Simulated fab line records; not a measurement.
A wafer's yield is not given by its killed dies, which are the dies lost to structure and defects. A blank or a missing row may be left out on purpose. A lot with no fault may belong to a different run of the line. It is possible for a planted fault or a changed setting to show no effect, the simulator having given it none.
A struck lot beside a sound one ; flow nandHarc ; 44 steps out of a route of 1159
Sound: wafers L924.1, L924.4, L924.5. The struck wafers were L927.1, L927.2, L927.5. The cause is given at the end.
Per side, at each step with rows, come the tool, then ch with its chambers, and then its first start. Under that, the readings that differ: sound wafers ; struck wafers ; difference of the means ; sigmas: that difference in standard deviations of wafers without a fault.
alike: a reading whose means differ by less than 2 such deviations, as well as words and numbers matching on both sides. not compared: withheld readings; readings where some wafer has no value; bounds like >300 that might hide an equal value; numbers whose values overlap and for which the record gives no deviation.
Wherever a step has rows on one side only, a row that says differs or no value, or a row with sigmas, the two part there. Numbers that don't overlap but have no deviation are shown without sigmas and don't part them. Lack of a reading on every wafer of one side parts them only where that side has two or more wafers.

first, 5 steps without rows for these wafers: NHARC_A_CONTACT_SOFTBAKE_37 (time 55 s); NHARC_A_CONTACT_EBR_38; NHARC_A_CONTACT_EXPOSE_39 (exposes mask A CC 3); NHARC_A_CONTACT_PEB_40 (peb time 65 s); NHARC_A_CONTACT_DEVELOP_41 (develop time 35 s).
NHARC_A_CONTACT_CD_MEAS_42 targets a cd of 200 nm.
  sound on cdSem-03 ch 0, day 16 18:23; struck on cdSem-01 ch 0, day 17 18:32
  alike: cdNm
NHARC_A_CONTACT_OVL_MEAS_43:
  sound: overlay-02 at day 16 18:29; struck: overlay-02 at day 17 18:38
  alike: overlayXNm, overlayYNm
NHARC_A_CONTACT_INSPECT_44:
  sound: defectInspect-02 at day 16 18:31; struck: defectInspect-01 at day 17 18:40
  alike: rawDefectCount
then, 1 step without rows for these wafers: NHARC_A_CONTACT_DESCUM_47 (chemistry O2, time 3 s).
NHARC_A_CONTACT_ETCH_48: etches the open film in CF4, target depth 39 nm, time 65 s.
  sound on rieDiel-03 ch 1,2,3, day 16 18:40; struck on rieDiel-03 ch 0,2,3, day 17 18:49
  alike: drypumpMotorCurrentA, mfcArSccm, oesProductAu, rfVppV, showerheadPlenumPTorr, throttleValvePct
  not compared: rfHoursCounterH
NHARC_A_CONTACT_ETCH_49: etches the open film in N2/H2, target depth 260 nm, time 475.3 s.
  sound: rieDiel-03 ch 0,1,2; struck: rieDiel-03 ch 0,1,2
  alike: drypumpMotorCurrentA, mfcArSccm, oesProductAu, rfVppV, showerheadPlenumPTorr, throttleValvePct
  not compared: rfHoursCounterH
then, 1 step without rows for these wafers: NHARC_A_CONTACT_ETCH_50 (etches the open film in CF4/CHF3, target depth 84.7 nm, time 42.4 s).
NHARC_A_CONTACT_ETCH_51: etches the open film in O2/COS, target depth 3600 nm, time 936 s.
  sound on rieDiel-03 ch 0,2, day 16 19:11; struck on rieDiel-03 ch 2,3, day 17 19:20
  alike: drypumpMotorCurrentA, mfcArSccm, oesProductAu, rfVppV, showerheadPlenumPTorr, throttleValvePct
  not compared: rfHoursCounterH
then, 7 steps without rows for these wafers: NHARC_A_CONTACT_ETCH_111 (etches the open film in C4F8/O2/Ar, time 140 s, target depth 700 nm); NHARC_A_CONTACT_ETCH_112 (etches the open film in C4F8/O2/Ar, time 94 s, target depth 922 nm); NHARC_A_CONTACT_ETCH_113 (etches the open film in C4F8/O2/Ar, time 94 s, target depth 922 nm); NHARC_A_CONTACT_ETCH_114 (etches the open film in C4F8/O2/Ar, time 94 s, target depth 922 nm); NHARC_A_CONTACT_ETCH_115 (etches the open film in C4F8/O2/Ar, time 94 s, target depth 922 nm); NHARC_A_CONTACT_ETCH_116 (etches the open film in C4F8/O2/Ar, time 94 s, target depth 922 nm); NHARC_A_CONTACT_ETCH_117 (etches the open film in C4F8/O2/Ar, time 94 s, target depth 922 nm).
NHARC_A_CONTACT_ETCH_118: etches the open film in C4F8/O2/Ar, time 94 s, target depth 922 nm.
  sound on harCapEtch-03 ch 0,1, day 16 20:35; struck on harCapEtch-02 ch 0,1, day 17 20:44
  not compared: rfHoursCounterH
then, 4 steps without rows for these wafers: NHARC_A_CONTACT_ETCH_119 (etches the open film in C4F8/O2/Ar, time 94 s, target depth 922 nm); NHARC_A_CONTACT_ETCH_120 (etches the open film in C4F8/O2/Ar, time 94 s, target depth 922 nm); NHARC_A_CONTACT_ETCH_121 (etches the open film in C4F8/O2/Ar, time 94 s, target depth 922 nm); NHARC_A_CONTACT_ETCH_122 (etches the open film in C4F8/O2/Ar, time 95 s, target depth 930 nm).
NHARC_A_CONTACT_ETCH_123: etches the open film in C4F8/O2/Ar, time 253 s, target depth 1090 nm.
  sound on harCapEtch-03 ch 0,1, day 16 21:03; struck on harCapEtch-02 ch 0,1, day 17 21:11
  not compared: rfHoursCounterH
then, 2 steps without rows for these wafers: NHARC_A_CONTACT_ETCH_90 (etches the open film in CH3F/O2, target depth 40 nm, time 85.7 s); NHARC_A_CONTACT_ETCH_96 (etches the open film in C4F6/O2, target depth 20 nm, time 10 s).
NHARC_A_CONTACT_CD_MEAS_53:
  sound: cdSem-02 at day 16 21:53; struck: cdSem-03 at day 17 22:01
  alike: cdNm
then, 4 steps without rows for these wafers: NHARC_A_CONTACT_STRIP_99 (strips in N2/H2); NHARC_A_CONTACT_STRIP_100 (strips in CF4/CHF3); NHARC_A_CONTACT_STRIP_101 (strips in O2/COS); NHARC_A_CONTACT_ETCH_102 (etches the open film in CF4/O2, target depth 70 nm, overetch 7 nm, time 38.5 s).
NHARC_A_CONTACT_STRIP_55: strips in O2.
  sound: rieDiel-03 ch 0,2,3; struck: rieDiel-03 ch 0,3
  alike: drypumpMotorCurrentA, mfcArSccm, oesProductAu, rfVppV, showerheadPlenumPTorr, throttleValvePct
  not compared: rfHoursCounterH
then, 8 steps without rows for these wafers: NHARC_A_CONTACT_STRIP_56 (strips in post etch residue remover, time 600 s); NHARC_A_CONTACT_DEP_57 (deposits aC, target thk 2800 nm); NHARC_A_CONTACT_DEP_58 (deposits SiON, target thk 60 nm); NHARC_A_CONTACT_DEHYDRATE_59 (time 120 s); NHARC_A_CONTACT_HMDS_60 (time 30 s); NHARC_A_CONTACT_COAT_61 (time 75 s); NHARC_A_CONTACT_COAT_62 (time 65 s); NHARC_A_CONTACT_COAT_63 (resist thk 90 nm).
NHARC_A_CONTACT_DESCUM_74: chemistry O2, time 3 s.
  sound on rieDiel-10 ch 0,1,3, day 17 01:44; struck on rieDiel-12 ch 0,3, day 18 07:14
reading;sound;struck;difference;sigmas
hold;- - -;awaitDispo/4.2h/release awaitDispo/4.2h/release awaitDispo/4.2h/release;no value on the sound wafers;
  alike: drypumpMotorCurrentA, mfcArSccm, oesProductAu, rfVppV, showerheadPlenumPTorr, throttleValvePct
  not compared: rfHoursCounterH
-- break in the record here, with 3 days between the starts of the struck wafers on either side (left off in module A_CONTACT, picked up again in module END, where the first step shown is number 1159 on the route) --
NHARC_END_SORT_01:
  here the record holds rows for the struck wafers (prober-01 ch 0, day 21 18:02) but none for the sound ones

WHERE THEY PART
First at NHARC_A_CONTACT_DESCUM_74; last, within this record, at NHARC_END_SORT_01.

WHY: whatever the simulator had introduced
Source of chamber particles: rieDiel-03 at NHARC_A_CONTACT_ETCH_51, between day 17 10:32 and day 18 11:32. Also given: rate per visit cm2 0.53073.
